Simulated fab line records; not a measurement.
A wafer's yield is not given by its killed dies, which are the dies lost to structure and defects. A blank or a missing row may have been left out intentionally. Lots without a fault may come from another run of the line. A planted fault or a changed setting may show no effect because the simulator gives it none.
fab line records	flow nandHarc
[record] lots = 24	wafers = 72	lastDay = 24
route steps=1159 shown A_M0@1016 A_M1@1039 A_BONDPAD@1079 THIN_TSV@1136
lots that met no fault: from a run of the same line without faults
startH: the number of hours between the record's first day and the start of the first shown wafer of the lot	waitH: time in hours since the lot's previous step	" as in the row above	L1.1+2: a single row standing in for several wafers	- value missing, or start not given	* or withheld: withheld	< > ~ a bound
route shown NAME@n: a module of which the file shows steps, and the number in the route of the first	usual: mean/standard deviation of fault-free wafers	same: alike in all rows	chamber/n: place in a boat	sites: readings site by site	_std_site: the values' standard deviation	_edge_site: outer sites' mean less inner sites'	radiusMm: how far each site lies from the wafer's centre	mask NAME#n: copy n	behind: tool/chamber where the wafer was last shaped	hold: cause of the lot's hold/its duration in hours/its outcome	device: which transistor (n, p or np) failed to switch	end of line: at the end of the route, the tests of the same wafers	a step with no rows: only its recipe	killed: count of dies lost to structure and defects at first sort (not the wafer's yield)	map: a wafer's dies, x killed, . not, _ none there
set.NAME: the run value of the setting; set.NAME@STEP: its run value at that earlier step	model.NAME: the simulator's own value behind a step, which no gauge read
the route's steps for a sample of lots (tables are steps, rows are wafers)
services: from which hour (startH, from the record's first day; less than 0 if before it) a tool's chamber was out of use, for how many hours, and why
[[steps]]
[step NHARC_A_M0_PVD_21]
[recipe] targetThkA = 300	chamberPressurePa = 5	powerW = 5000	substrateTempC = 30	timeS = 20.49	material = Cu
[usual] throttleValvePct = 29.8/1.2
lot.wafer	tool	chamber	startH	waitH	throttleValvePct
L078.3	pvdSputter-03	-	-	-	29.4
L078.1	"	-	"	"	28.8
L078.4	"	-	"	"	31.2
L076.1	pvdSputter-03	-	-	-	29.4
L076.2	"	-	"	"	28.9
L076.6	"	-	"	"	28.6
L079.4	pvdSputter-03	-	-	-	29.1
L079.1	"	-	"	"	29.3
L079.3	"	-	"	"	31.6
L075.1	pvdSputter-01	-	-	-	29.2
L075.3	"	-	"	"	26.8
L075.4	"	-	"	"	31.9
L074.2	pvdSputter-02	-	-	-	29.7
L074.1	"	-	"	"	30.2
L074.5	"	-	"	"	29.6
L077.4	pvdSputter-02	-	-	-	29.7
L077.2	"	-	"	"	30.2
L077.3	"	-	"	"	31.1
L080.3	pvdSputter-03	-	-	-	31.6
L080.4	"	-	"	"	28.8
L080.6	"	-	"	"	29.2
L083.2	pvdSputter-03	-	-	-	31.4
L083.1	"	-	"	"	29.2
L083.6	"	-	"	"	31.5
L082.2	pvdSputter-02	-	-	-	31.2
L082.1	"	-	"	"	29.7
L082.5	"	-	"	"	30.3
L084.4	pvdSputter-03	-	-	-	28.7
L084.3	"	-	"	"	29.0
L084.1	"	-	"	"	31.6
L081.2	pvdSputter-02	-	-	-	29.8
L081.1	"	-	"	"	30.3
L081.6	"	-	"	"	29.6
L089.2	pvdSputter-02	-	-	-	31.1
L089.4	"	-	"	"	30.4
L089.6	"	-	"	"	29.7
L085.1	pvdSputter-01	-	-	-	29.9
L085.3	"	-	"	"	31.5
L085.2	"	-	"	"	29.4
L087.2	pvdSputter-01	-	-	-	26.7
L087.4	"	-	"	"	32.0
L087.5	"	-	"	"	29.6
L086.1	pvdSputter-03	-	-	-	29.5
L086.3	"	-	"	"	29.6
L086.6	"	-	"	"	28.6
L088.1	pvdSputter-01	-	-	-	29.6
L088.2	"	-	"	"	29.8
L088.5	"	-	"	"	29.9
L090.3	pvdSputter-01	-	-	-	29.4
L090.6	"	-	"	"	31.5
L090.5	"	-	"	"	29.6
L091.4	pvdSputter-03	-	-	-	29.3
L091.1	"	-	"	"	29.8
L091.3	"	-	"	"	28.7
L092.4	pvdSputter-01	-	-	-	32.0
L092.5	"	-	"	"	26.7
L092.6	"	-	"	"	31.7
L094.1	pvdSputter-02	-	-	-	29.8
L094.2	"	-	"	"	30.6
L094.6	"	-	"	"	29.7
L093.4	pvdSputter-02	-	-	-	31.1
L093.3	"	-	"	"	29.6
L093.6	"	-	"	"	31.2
L097.2	pvdSputter-02	-	-	-	29.4
L097.4	"	-	"	"	29.5
L097.6	"	-	"	"	31.5
L095.4	pvdSputter-02	-	-	-	30.3
L095.1	"	-	"	"	29.8
L095.6	"	-	"	"	31.1
L096.3	pvdSputter-01	-	-	-	29.9
L096.2	"	-	"	"	28.1
L096.6	"	-	"	"	28.3
[step NHARC_A_M1_DESCUM_14]
[recipe] timeS = 3	o2FlowSccm = 200	arFlowSccm = 0	biasPowerW = 0	chemistry = O2
[usual] drypumpMotorCurrentA = 5.6/0.54	oesProductAu = 0.997/0.0077	rfVppV = 58.0/0.97	showerheadPlenumPTorr = 1.94/0.078	throttleValvePct = 11.310/0.0093
lot.wafer	tool	chamber	startH	waitH	drypumpMotorCurrentA	oesProductAu	rfHoursCounterH	rfVppV	showerheadPlenumPTorr	throttleValvePct
L078.1	rieDiel-10	1	407.66	0.1	5.7	1.010	5	58.3	1.99	11.300
L078.3	"	2	"	"	5.4	0.995	6	58.9	1.88	11.317
L078.4	"	3	"	"	5.1	0.998	5	57.7	1.80	11.308
L076.1	rieDiel-12	2	416.04	0.1	5.1	0.996	2	57.8	1.91	11.304
L076.2	"	0	"	"	6.7	1.010	2	59.4	2.06	11.311
L076.6	"	3	"	"	5.1	0.999	-	58.9	2.01	11.311
L079.4	rieDiel-12	0	416.95	0.1	6.7	1.005	2	58.0	2.06	11.310
L079.1	"	1	"	"	5.7	0.979	2	56.3	1.92	11.316
L079.3	"	2	"	"	5.1	1.003	2	57.8	1.91	11.305
L075.3	rieDiel-10	1	419.55	0.1	5.7	1.000	7	56.2	1.99	11.318
L075.4	"	2	"	"	5.3	0.987	7	58.4	1.88	11.314
L075.1	"	3	"	"	5.2	0.994	6	57.0	1.80	11.301
L074.1	rieDiel-10	2	427.36	0.1	5.3	0.989	8	57.9	1.88	11.315
L074.2	"	1	"	"	5.7	0.999	8	57.6	1.99	11.305
L074.5	"	2	"	"	5.3	0.995	-	56.9	1.88	11.313
L077.2	rieDiel-08	3	427.64	0.1	5.3	1.012	3	59.1	2.00	11.305
L077.3	"	0	"	"	6.2	0.983	3	56.4	2.05	11.320
L077.4	"	1	"	"	5.3	1.001	3	58.8	1.91	11.325
L080.3	rieDiel-12	3	435.12	0.1	5.1	1.003	3	60.2	2.01	11.308
L080.4	"	1	"	"	5.7	0.983	3	57.0	1.92	11.313
L080.6	"	2	"	"	5.1	0.995	-	58.0	1.91	11.312
L083.2	rieDiel-12	2	444.40	0.1	5.1	0.994	4	56.4	1.91	11.309
L083.1	"	3	"	"	5.1	0.996	4	57.4	2.01	11.295
L083.6	"	1	"	"	5.7	0.988	-	59.0	1.92	11.321
L082.2	rieDiel-12	3	450.26	0.1	5.1	1.004	4	59.8	2.01	11.321
L082.1	"	0	"	"	6.7	1.001	4	57.7	2.06	11.307
L082.5	"	2	"	"	5.1	0.999	-	57.6	1.91	11.308
L084.4	rieDiel-08	1	454.40	0.1	5.3	0.995	4	55.8	1.91	11.314
L084.1	"	2	"	"	5.6	1.008	4	57.4	1.91	11.318
L084.3	"	0	"	"	6.2	0.995	3	59.7	2.05	11.321
L081.2	rieDiel-08	2	455.52	0.1	5.6	0.988	4	58.3	1.91	11.312
L081.1	"	1	"	"	5.3	0.997	4	57.1	1.91	11.304
L081.6	"	3	"	"	5.3	0.999	-	57.3	2.00	11.331
L089.4	rieDiel-12	1	468.21	0.1	5.7	0.985	5	57.3	1.92	11.308
L089.2	"	2	"	"	5.1	0.998	6	58.0	1.91	11.326
L089.6	"	1	"	"	5.7	0.991	-	58.7	1.92	11.301
L085.1	rieDiel-12	3	468.56	0.1	5.2	1.005	6	59.1	2.01	11.310
L085.3	"	0	"	"	6.7	1.000	6	57.6	2.06	11.295
L085.2	"	1	"	"	5.7	1.003	5	57.9	1.92	11.313
L087.2	rieDiel-10	0	484.48	0.1	5.9	0.992	10	58.4	1.83	11.306
L087.5	"	3	"	"	5.1	0.999	-	57.9	1.80	11.307
L087.4	"	0	"	"	5.9	1.004	-	58.8	1.83	11.309
L086.3	rieDiel-10	2	492.72	0.1	5.3	0.999	12	58.2	1.88	11.304
L086.1	"	0	"	"	5.9	0.987	11	57.3	1.83	11.305
L086.6	"	3	"	"	5.1	0.998	-	58.3	1.80	11.316
L088.2	rieDiel-12	1	499.70	0.1	5.7	0.997	7	57.6	1.91	11.306
L088.1	"	2	"	"	5.1	0.987	8	57.8	1.91	11.306
L088.5	"	1	"	"	5.7	0.986	-	56.9	1.91	11.288
L090.3	rieDiel-10	0	502.56	0.1	5.9	0.985	12	58.8	1.83	11.315
L090.6	"	3	"	"	5.1	0.995	-	56.8	1.80	11.318
L090.5	"	2	"	"	5.3	1.009	-	58.7	1.88	11.329
L091.1	rieDiel-12	3	506.12	0.1	5.1	0.986	8	57.3	2.01	11.315
L091.4	"	0	"	"	6.7	0.993	8	59.4	2.06	11.304
L091.3	"	1	"	"	5.7	0.978	7	57.7	1.91	11.312
L092.4	rieDiel-12	3	509.02	0.1	5.1	1.005	8	58.8	2.01	11.302
L092.5	"	1	"	"	5.7	0.990	-	58.4	1.91	11.317
L092.6	"	2	"	"	5.1	1.006	-	58.0	1.91	11.303
L094.1	rieDiel-12	2	515.13	0.1	5.1	1.004	9	56.3	1.91	11.306
L094.2	"	3	"	"	5.1	0.992	9	58.9	2.01	11.306
L094.6	"	0	"	"	6.7	0.996	-	58.3	2.06	11.291
L093.4	rieDiel-12	1	515.70	0.1	5.7	0.994	8	57.2	1.91	11.310
L093.3	"	0	"	"	6.7	1.001	9	57.7	2.06	11.305
L093.6	"	1	"	"	5.7	0.998	-	56.6	1.91	11.321
L097.2	rieDiel-12	0	527.17	0.1	6.7	1.015	10	59.1	2.06	11.309
L097.4	"	2	"	"	5.1	1.000	9	57.5	1.91	11.303
L097.6	"	0	"	"	6.7	1.009	-	59.3	2.06	11.318
L095.1	rieDiel-08	1	531.27	0.1	5.3	0.993	1	58.4	1.91	11.312
L095.4	"	3	"	"	5.2	0.997	-	60.3	1.99	11.323
L095.6	"	0	"	"	6.2	0.999	-	58.1	2.05	11.303
L096.2	rieDiel-08	1	534.19	0.1	5.3	0.994	2	58.9	1.91	11.308
L096.3	"	0	"	"	6.2	1.007	2	60.6	2.05	11.318
L096.6	"	1	"	"	5.3	0.996	-	57.2	1.91	11.303
[step NHARC_A_M1_PVD_21]
[recipe] targetThkA = 300	chamberPressurePa = 5	powerW = 5000	substrateTempC = 30	timeS = 20.49	material = Cu
[usual] throttleValvePct = 29.8/1.2
lot.wafer	tool	chamber	startH	waitH	throttleValvePct
L078.4	pvdSputter-02	-	-	-	30.4
L078.1	"	-	"	"	31.4
L078.3	"	-	"	"	30.8
L076.1	pvdSputter-01	-	-	-	27.0
L076.2	"	-	"	"	31.6
L076.6	"	-	"	"	29.9
L079.4	pvdSputter-01	-	-	-	26.7
L079.3	"	-	"	"	31.8
L079.1	"	-	"	"	29.2
L075.4	pvdSputter-01	-	-	-	29.3
L075.3	"	-	"	"	26.7
L075.1	"	-	"	"	31.5
L074.1	pvdSputter-03	-	-	-	29.7
L074.2	"	-	"	"	28.8
L074.5	"	-	"	"	29.5
L077.4	pvdSputter-02	-	-	-	29.7
L077.3	"	-	"	"	30.3
L077.2	"	-	"	"	29.7
L080.3	pvdSputter-01	-	-	-	29.6
L080.4	"	-	"	"	29.6
L080.6	"	-	"	"	29.4
L083.1	pvdSputter-02	-	-	-	31.2
L083.2	"	-	"	"	30.2
L083.6	"	-	"	"	29.6
L082.1	pvdSputter-02	-	-	-	30.3
L082.2	"	-	"	"	29.3
L082.5	"	-	"	"	30.3
L084.3	pvdSputter-02	-	-	-	29.3
L084.4	"	-	"	"	30.2
L084.1	"	-	"	"	31.3
L081.2	pvdSputter-01	-	-	-	31.4
L081.1	"	-	"	"	27.1
L081.6	"	-	"	"	32.0
L089.2	pvdSputter-03	-	-	-	29.6
L089.4	"	-	"	"	29.5
L089.6	"	-	"	"	29.5
L085.1	pvdSputter-01	-	-	-	29.5
L085.2	"	-	"	"	29.9
L085.3	"	-	"	"	27.1
L087.2	pvdSputter-03	-	-	-	30.7
L087.4	"	-	"	"	29.4
L087.5	"	-	"	"	31.1
L086.3	pvdSputter-01	-	-	-	29.5
L086.1	"	-	"	"	26.8
L086.6	"	-	"	"	29.4
L088.2	pvdSputter-03	-	-	-	29.3
L088.1	"	-	"	"	30.9
L088.5	"	-	"	"	29.5
L090.3	pvdSputter-02	-	-	-	29.7
L090.6	"	-	"	"	29.6
L090.5	"	-	"	"	30.5
L091.3	pvdSputter-01	-	-	-	30.0
L091.1	"	-	"	"	31.4
L091.4	"	-	"	"	29.2
L092.4	pvdSputter-02	-	-	-	29.8
L092.5	"	-	"	"	29.7
L092.6	"	-	"	"	30.0
L094.1	pvdSputter-03	-	-	-	30.9
L094.2	"	-	"	"	29.5
L094.6	"	-	"	"	31.1
L093.3	pvdSputter-02	-	-	-	29.9
L093.4	"	-	"	"	29.6
L093.6	"	-	"	"	30.3
L097.2	pvdSputter-03	-	-	-	29.5
L097.4	"	-	"	"	29.3
L097.6	"	-	"	"	29.2
L095.4	pvdSputter-03	-	-	-	30.9
L095.1	"	-	"	"	29.5
L095.6	"	-	"	"	31.0
L096.2	pvdSputter-03	-	-	-	28.9
L096.3	"	-	"	"	29.3
L096.6	"	-	"	"	30.9
[step NHARC_A_BONDPAD_STRIP_15]
[recipe] o2FlowSccm = 500	arFlowSccm = 0	biasW = 0	chemistry = O2
[usual] drypumpMotorCurrentA = 5.9/0.49	oesProductAu = 1.001/0.0094	rfVppV = 57.8/0.92	showerheadPlenumPTorr = 3.55/0.17	throttleValvePct = 17.036/0.0094
lot.wafer	tool	chamber	startH	waitH	drypumpMotorCurrentA	oesProductAu	rfHoursCounterH	rfVppV	showerheadPlenumPTorr	throttleValvePct
L078.4	rieDiel-05	3	412.78	0.1	6.4	1.002	3	58.7	3.75	17.043
L078.1	"	0	"	"	4.8	0.991	3	58.7	3.32	17.028
L078.3	"	1	"	"	5.8	0.996	2	58.2	3.62	17.015
L076.1	rieDiel-05	0	421.18	0.1	4.8	0.993	3	56.3	3.32	17.031
L076.2	"	1	"	"	5.8	0.990	3	58.4	3.62	17.033
L076.6	"	3	"	"	6.5	1.012	-	58.2	3.75	17.044
L079.3	rieDiel-05	1	421.99	0.1	5.8	0.991	3	57.5	3.62	17.045
L079.4	"	2	"	"	5.9	1.012	3	56.8	3.41	17.034
L079.1	"	0	"	"	4.8	0.999	3	57.2	3.32	17.024
L075.1	rieDiel-05	3	424.73	0.1	6.4	1.006	3	57.5	3.75	17.035
L075.3	"	1	"	"	5.8	0.992	3	58.0	3.62	17.039
L075.4	"	2	"	"	5.9	1.004	3	57.4	3.41	17.037
L074.1	rieDiel-05	3	432.66	0.1	6.4	1.002	4	57.8	3.75	17.042
L074.2	"	2	"	"	6.0	1.000	3	56.7	3.41	17.027
L074.5	"	0	"	"	4.8	0.999	-	57.6	3.32	17.033
L077.3	rieDiel-03	0	432.81	0.1	5.8	1.004	13	58.3	3.47	17.040
L077.4	"	1	"	"	6.1	0.996	11	58.0	3.80	17.036
L077.2	"	2	"	"	6.3	0.998	12	59.1	3.80	17.041
L080.3	rieDiel-07	0	440.29	0.1	6.0	1.010	6	58.8	3.57	17.025
L080.4	"	1	"	"	5.7	1.010	6	58.5	3.75	17.031
L080.6	"	0	"	"	6.0	1.009	-	56.4	3.57	17.036
L083.1	rieDiel-03	0	449.43	0.1	5.8	1.002	18	56.8	3.47	17.037
L083.2	"	2	"	"	6.3	1.009	17	58.8	3.80	17.039
L083.6	"	0	"	"	5.9	1.000	-	57.2	3.47	17.032
L082.2	rieDiel-05	2	455.51	0.1	5.9	1.005	4	57.3	3.41	17.024
L082.1	"	0	"	"	4.8	1.011	4	57.8	3.32	17.044
L082.5	"	2	"	"	5.9	1.008	-	56.9	3.41	17.021
L084.3	rieDiel-05	2	459.55	0.1	6.0	1.006	4	58.0	3.41	17.041
L084.4	"	3	"	"	6.5	1.003	5	57.0	3.75	17.033
L084.1	"	0	"	"	4.8	0.993	5	56.5	3.32	17.022
L081.2	rieDiel-05	2	461.10	0.1	5.9	1.003	4	56.7	3.41	17.049
L081.1	"	0	"	"	4.8	0.984	5	57.1	3.32	17.029
L081.6	"	2	"	"	6.0	0.991	-	57.4	3.41	17.039
L089.4	rieDiel-05	1	473.32	0.1	5.8	0.989	5	59.0	3.62	17.023
L089.2	"	2	"	"	6.0	1.007	5	57.7	3.41	17.042
L089.6	"	1	"	"	5.8	0.981	-	59.4	3.62	17.051
L085.2	rieDiel-05	1	473.72	0.1	5.8	0.980	5	58.1	3.62	17.037
L085.1	"	2	"	"	6.0	1.000	5	57.1	3.41	17.021
L085.3	"	3	"	"	6.4	1.010	5	57.1	3.75	17.048
L087.2	rieDiel-05	2	490.39	0.1	6.0	1.008	6	57.3	3.41	17.039
L087.4	"	1	"	"	5.8	0.977	6	56.8	3.62	17.042
L087.5	"	3	"	"	6.4	1.004	-	56.5	3.75	17.037
L086.1	rieDiel-07	2	498.10	0.1	5.9	1.015	17	57.2	3.35	17.037
L086.3	"	2	"	"	6.0	1.022	-	58.3	3.35	17.029
L086.6	"	1	"	"	5.6	1.004	-	59.0	3.74	17.032
L088.1	rieDiel-05	3	504.93	0.1	6.4	1.007	6	58.6	3.75	17.035
L088.2	"	1	"	"	5.8	0.999	6	58.7	3.62	17.030
L088.5	"	0	"	"	4.8	1.011	-	57.3	3.32	17.030
L090.3	rieDiel-05	2	507.94	0.1	5.9	1.010	6	57.5	3.41	17.027
L090.6	"	2	"	"	6.0	1.001	-	56.6	3.41	17.040
L090.5	"	3	"	"	6.4	1.003	-	58.3	3.75	17.036
L091.4	rieDiel-05	2	511.54	0.1	5.9	1.008	6	58.4	3.41	17.059
L091.1	"	3	"	"	6.4	1.013	7	57.5	3.75	17.019
L091.3	"	1	"	"	5.8	0.989	6	59.3	3.62	17.036
L092.4	rieDiel-05	1	514.25	0.1	5.8	0.984	6	57.5	3.62	17.042
L092.6	"	3	"	"	6.5	1.009	-	59.7	3.75	17.028
L092.5	"	0	"	"	4.8	1.003	-	57.7	3.32	17.025
L094.1	rieDiel-03	0	520.36	0.1	5.9	0.999	45	57.5	3.45	17.035
L094.2	"	1	"	"	6.1	0.983	43	57.8	3.78	17.039
L094.6	"	3	"	"	6.2	0.984	-	58.5	3.45	17.049
L093.4	rieDiel-03	0	520.85	0.1	5.8	1.003	46	56.1	3.45	17.030
L093.3	"	2	"	"	6.3	1.025	41	58.6	3.78	17.040
L093.6	"	0	"	"	5.9	1.006	-	57.9	3.45	17.041
L097.4	rieDiel-05	3	532.56	0.1	6.4	0.997	0	59.8	3.75	17.036
L097.2	"	1	"	"	5.8	0.992	0	58.5	3.62	17.028
L097.6	"	3	"	"	6.4	0.994	-	58.9	3.75	17.032
L095.1	rieDiel-07	0	536.63	0.1	6.0	1.018	17	57.7	3.57	17.045
L095.6	"	1	"	"	5.7	1.004	-	58.0	3.74	17.033
L095.4	"	3	"	"	5.7	1.004	-	57.3	3.35	17.026
L096.2	rieDiel-03	3	539.28	0.1	6.2	0.996	56	57.4	3.45	17.035
L096.3	"	1	"	"	6.1	0.990	49	57.6	3.78	17.030
L096.6	"	3	"	"	6.2	0.983	-	58.9	3.45	17.044
[step NHARC_A_BONDPAD_ETCH_24]
[recipe] targetDepthA = 300	overEtchFrac = 0.3	timeS = 72.99	ionEnergyEv = 150	cf4FlowSccm = 50	n2FlowSccm = 100	arFlowSccm = 150	rfW = 300	biasW = 100	chemistry = CF4/N2
[usual] cf4FlowSccm = 50.01/0.14	drypumpMotorCurrentA = 5.8/0.49	oesProductAu = 0.999/0.0081	rfVppV = 314.4/2.4	showerheadPlenumPTorr = 2.64/0.13	throttleValvePct = 19.795/0.0099
[same] overEtchFrac = 0.3
lot.wafer	tool	chamber	startH	waitH	cf4FlowSccm	drypumpMotorCurrentA	oesProductAu	rfHoursCounterH	rfVppV	showerheadPlenumPTorr	throttleValvePct
L078.4	rieDiel-05	0	-	-	50.07	4.8	0.987	3	313.2	2.47	19.793
L078.1	"	2	"	"	49.70	6.0	1.004	2	311.6	2.53	19.796
L078.3	"	3	"	"	50.37	6.4	1.004	3	315.5	2.79	19.807
L076.1	rieDiel-05	0	-	-	49.99	4.8	0.996	3	311.9	2.47	19.810
L076.2	"	2	"	"	50.15	6.0	1.000	3	312.9	2.53	19.794
L076.6	"	3	"	"	50.31	6.4	0.993	-	318.9	2.79	19.794
L079.4	rieDiel-05	2	-	-	50.00	6.0	0.995	3	312.4	2.53	19.814
L079.3	"	3	"	"	49.83	6.4	1.007	3	318.5	2.79	19.795
L079.1	"	1	"	"	49.89	5.8	1.001	3	315.9	2.70	19.791
L075.4	rieDiel-05	2	-	-	49.92	5.9	0.995	3	312.4	2.53	19.804
L075.3	"	3	"	"	49.90	6.4	1.008	3	317.4	2.79	19.801
L075.1	"	0	"	"	50.05	4.8	1.001	3	311.9	2.47	19.794
L074.1	rieDiel-05	1	-	-	50.03	5.8	0.992	3	315.0	2.70	19.808
L074.2	"	3	"	"	49.80	6.4	0.990	4	317.0	2.79	19.797
L074.5	"	2	"	"	50.02	6.0	1.013	-	312.6	2.53	19.779
L077.4	rieDiel-03	2	-	-	49.95	6.3	1.002	12	316.4	2.83	19.787
L077.2	"	3	"	"	50.10	6.1	1.002	14	312.6	2.58	19.779
L077.3	"	0	"	"	49.91	5.8	0.996	13	313.1	2.58	19.789
L080.3	rieDiel-07	1	-	-	49.91	5.7	0.998	6	315.6	2.79	19.767
L080.4	"	3	"	"	49.85	5.7	0.990	6	310.3	2.49	19.787
L080.6	"	0	"	"	50.16	5.9	1.005	-	314.0	2.66	19.792
L083.1	rieDiel-03	1	-	-	50.20	6.1	0.987	16	319.4	2.83	19.806
L083.2	"	0	"	"	50.04	5.8	1.008	19	313.5	2.58	19.782
L083.6	"	2	"	"	49.87	6.3	1.000	-	318.0	2.83	19.813
L082.1	rieDiel-05	1	-	-	50.18	5.8	0.999	4	315.7	2.70	19.808
L082.2	"	2	"	"	49.93	6.0	1.005	4	314.9	2.53	19.796
L082.5	"	3	"	"	50.03	6.4	1.004	-	317.9	2.79	19.800
L084.4	rieDiel-05	2	-	-	50.24	5.9	1.018	4	312.7	2.53	19.807
L084.3	"	3	"	"	49.83	6.4	0.992	5	317.6	2.79	19.806
L084.1	"	0	"	"	50.26	4.8	0.998	5	311.6	2.47	19.812
L081.1	rieDiel-05	0	-	-	50.09	4.8	0.988	5	311.1	2.47	19.798
L081.2	"	2	"	"	50.33	6.0	1.007	5	312.8	2.53	19.793
L081.6	"	1	"	"	49.96	5.8	0.987	-	314.4	2.70	19.800
L089.4	rieDiel-05	1	-	-	49.96	5.8	0.996	5	314.5	2.70	19.804
L089.2	"	2	"	"	49.93	6.0	0.998	5	313.8	2.53	19.798
L089.6	"	2	"	"	50.11	6.0	1.006	-	312.6	2.53	19.782
L085.1	rieDiel-05	0	-	-	50.15	4.8	1.007	5	311.8	2.47	19.790
L085.2	"	2	"	"	49.91	5.9	1.010	5	314.1	2.53	19.819
L085.3	"	3	"	"	49.86	6.4	1.011	5	317.6	2.79	19.798
L087.2	rieDiel-05	0	-	-	49.78	4.8	0.994	6	312.7	2.47	19.792
L087.4	"	3	"	"	50.05	6.4	1.001	6	317.0	2.79	19.791
L087.5	"	1	"	"	49.93	5.8	0.997	-	315.6	2.70	19.793
L086.1	rieDiel-07	1	498.34	0.2	49.98	5.7	1.010	13	316.2	2.79	19.795
L086.3	"	2	"	"	50.05	6.0	1.015	-	310.1	2.49	19.793
L086.6	"	1	"	"	50.09	5.7	1.011	-	316.4	2.79	19.787
L088.1	rieDiel-05	1	-	-	49.94	5.8	0.996	6	315.4	2.70	19.809
L088.2	"	2	"	"	50.19	6.0	1.003	6	312.5	2.53	19.804
L088.5	"	1	"	"	49.95	5.8	0.985	-	314.9	2.70	19.804
L090.3	rieDiel-05	2	-	-	49.81	6.0	1.001	6	310.7	2.53	19.814
L090.5	"	2	"	"	49.89	6.0	1.000	-	312.4	2.53	19.802
L090.6	"	3	"	"	50.11	6.4	0.997	-	315.2	2.79	19.808
L091.4	rieDiel-05	2	-	-	49.94	5.9	1.004	6	311.6	2.53	19.794
L091.1	"	0	"	"	49.79	4.8	0.995	6	312.2	2.47	19.806
L091.3	"	1	"	"	50.22	5.8	0.977	6	315.0	2.70	19.785
L092.4	rieDiel-05	1	-	-	50.05	5.8	0.982	6	315.4	2.70	19.801
L092.6	"	3	"	"	49.97	6.4	1.000	-	316.5	2.79	19.794
L092.5	"	0	"	"	50.00	4.8	1.001	-	311.2	2.47	19.801
L094.1	rieDiel-03	0	-	-	49.88	5.8	0.991	46	312.4	2.57	19.806
L094.2	"	2	"	"	50.14	6.3	1.001	41	317.9	2.82	19.793
L094.6	"	0	"	"	49.94	5.8	0.998	-	312.7	2.57	19.802
L093.3	rieDiel-03	1	-	-	50.13	6.1	0.990	43	317.8	2.82	19.796
L093.4	"	2	"	"	50.22	6.3	1.007	42	317.7	2.82	19.794
L093.6	"	0	"	"	50.08	5.9	0.994	-	312.3	2.57	19.783
L097.4	rieDiel-05	2	-	-	49.80	6.0	1.023	0	312.2	2.53	19.795
L097.2	"	0	"	"	50.15	4.8	1.001	0	311.8	2.47	19.792
L097.6	"	2	"	"	49.91	5.9	1.023	-	312.0	2.53	19.790
L095.1	rieDiel-07	3	536.78	0.1	49.90	5.7	0.993	23	311.5	2.49	19.775
L095.6	"	1	"	"	50.02	5.7	1.000	-	316.7	2.78	19.795
L095.4	"	0	"	"	50.15	6.0	0.996	-	313.6	2.65	19.799
L096.3	rieDiel-03	2	-	-	50.12	6.3	0.995	47	318.5	2.82	19.795
L096.2	"	3	"	"	49.96	6.2	0.990	56	313.5	2.57	19.775
L096.6	"	1	"	"	49.85	6.1	0.986	-	317.2	2.82	19.775
[step NHARC_THIN_TSV_DEGAS_53]
[recipe] tempC = 300	timeS = 60
[usual] heaterPowerW = 428/34
lot.wafer	tool	chamber	startH	waitH	heaterPowerW
L078.3	pvdSputter-01	-	437.60	0.1	398
L078.1	"	-	"	"	421
L078.4	"	-	"	"	433
L079.1	pvdSputter-03	-	442.76	0.1	385
L079.4	"	-	"	"	440
L079.3	"	-	"	"	407
L076.2	pvdSputter-01	-	443.90	0.1	402
L076.1	"	-	"	"	420
L076.6	"	-	"	"	413
L075.3	pvdSputter-01	-	445.37	0.1	408
L075.4	"	-	"	"	428
L075.1	"	-	"	"	376
L074.1	pvdSputter-03	-	453.69	0.1	442
L074.2	"	-	"	"	442
L074.5	"	-	"	"	447
L077.4	pvdSputter-01	-	454.92	0.1	434
L077.3	"	-	"	"	397
L077.2	"	-	"	"	432
L080.3	pvdSputter-01	-	459.93	0.1	428
L080.4	"	-	"	"	399
L080.6	"	-	"	"	419
L083.2	pvdSputter-02	-	470.82	0.1	442
L083.1	"	-	"	"	411
L083.6	"	-	"	"	431
L082.2	pvdSputter-02	-	476.37	0.1	426
L082.1	"	-	"	"	540
L082.5	"	-	"	"	429
L084.4	pvdSputter-03	-	477.65	0.1	411
L084.1	"	-	"	"	444
L084.3	"	-	"	"	425
L081.2	pvdSputter-03	-	482.60	0.1	406
L081.1	"	-	"	"	410
L081.6	"	-	"	"	446
L085.1	pvdSputter-02	-	494.79	0.1	418
L085.2	"	-	"	"	434
L085.3	"	-	"	"	454
L089.2	pvdSputter-03	-	495.75	0.1	434
L089.4	"	-	"	"	411
L089.6	"	-	"	"	416
L087.4	pvdSputter-01	-	512.19	0.1	385
L087.2	"	-	"	"	407
L087.5	"	-	"	"	403
L088.1	pvdSputter-03	-	521.09	0.1	421
L088.2	"	-	"	"	398
L088.5	"	-	"	"	423
L086.1	pvdSputter-03	-	522.06	0.1	410
L086.3	"	-	"	"	437
L086.6	"	-	"	"	428
L092.4	pvdSputter-02	-	531.30	0.1	431
L092.6	"	-	"	"	447
L092.5	"	-	"	"	528
L091.1	pvdSputter-01	-	532.49	0.1	437
L091.3	"	-	"	"	420
L091.4	"	-	"	"	430
L090.3	pvdSputter-02	-	533.65	0.1	447
L090.5	"	-	"	"	448
L090.6	"	-	"	"	530
L094.2	pvdSputter-02	-	539.97	0.1	447
L094.1	"	-	"	"	419
L094.6	"	-	"	"	526
L093.3	pvdSputter-03	-	545.55	0.1	430
L093.4	"	-	"	"	408
L093.6	"	-	"	"	444
L097.4	pvdSputter-03	-	552.25	0.1	446
L097.2	"	-	"	"	410
L097.6	"	-	"	"	415
L096.3	pvdSputter-01	-	557.36	0.1	409
L096.2	"	-	"	"	449
L096.6	"	-	"	"	423
L095.1	pvdSputter-03	-	558.52	0.1	440
L095.4	"	-	"	"	444
L095.6	"	-	"	"	401
[[services]]
tool	chamber	startH	hours	kind
rieDiel-05	2	384.93	1.5	repair
rieDiel-03	3	392.04	7.1	repair
rieDiel-03	-	392.31	9.0	pm
pvdSputter-02	-	395.93	0.7	repair
rieDiel-07	-	405.54	9.0	pm
pvdSputter-02	-	409.39	10.0	pm
pvdSputter-03	-	415.55	3.1	repair
rieDiel-07	1	443.78	15.8	repair
rieDiel-12	1	448.21	12.8	repair
rieDiel-07	3	455.74	8.6	repair
rieDiel-03	2	456.52	8.6	repair
pvdSputter-03	-	458.05	10.0	pm
rieDiel-07	0	460.08	4.2	repair
rieDiel-10	1	483.56	19.8	repair
rieDiel-07	0	496.93	32.6	repair
pvdSputter-01	-	509.17	2.1	repair
pvdSputter-01	-	514.03	10.0	pm
rieDiel-05	-	517.60	9.0	pm
rieDiel-12	-	528.70	1.0	repair
rieDiel-10	-	530.50	9.0	pm
pvdSputter-03	-	531.28	1.0	repair
rieDiel-07	-	532.13	0.5	repair
pvdSputter-02	-	543.21	3.5	repair
rieDiel-12	-	556.72	9.0	pm
[[key]]
fault none
